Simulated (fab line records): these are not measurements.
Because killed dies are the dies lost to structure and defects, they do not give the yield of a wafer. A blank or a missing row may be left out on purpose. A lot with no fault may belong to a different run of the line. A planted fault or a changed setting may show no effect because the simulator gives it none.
Which tool was responsible? ; flow n5-finfet ; 11 lots, 33 wafers sampled, at 1 step of a route of 1938

== WHAT THE GAUGES READ, wafer by wafer ==
N5_BEOL_M12_THK_MEAS_50: measures by xrf.
lot;measured;on;M12_THK (nm)
L931;day 11 04:10;film-metro-01;322 316 317
L933;day 11 15:06;film-metro-02;337 331 334
L935;day 11 23:52;film-metro-02;326 322 328
L936;day 12 06:44;film-metro-01;321 312 327
L937;day 12 17:04;film-metro-01;320 324 322
L940;day 13 08:42;film-metro-01;329 320 329
L941;day 13 15:01;film-metro-01;323 316 317
L943;day 13 21:16;film-metro-01;320 319 324
L942;day 14 08:20;film-metro-02;324 317 331
L946;day 14 08:52;film-metro-01;326 329 321
L951;day 17 10:19;film-metro-01;327 323 323

== WHICH TOOL RAN EACH LOT (tool, then ch and the chambers of the sampled wafers, then the start) ==
Record: no process step prior to these readings.

== THE ANSWER, worked out from the rows above alone ==
Rule: usual is defined by the lots themselves. The widest of any qualifying gaps counts: lots, ordered by their means at a reading, are off when they make up no more than a third of the lots, leave a main group of 4 or more, and stand apart from it by 3 or more times the standard deviation of that group's means. Not used: any main group whose means are identical at the precision the tables above print for the reading. Also off: a lot with no number at a reading for which 4 or more lots have one. All remaining lots with rows at the step are treated as sound.
Nothing can be told from this: no lot is off at any reading shown.

== WHAT WAS PUT IN BY THE SIMULATOR ==
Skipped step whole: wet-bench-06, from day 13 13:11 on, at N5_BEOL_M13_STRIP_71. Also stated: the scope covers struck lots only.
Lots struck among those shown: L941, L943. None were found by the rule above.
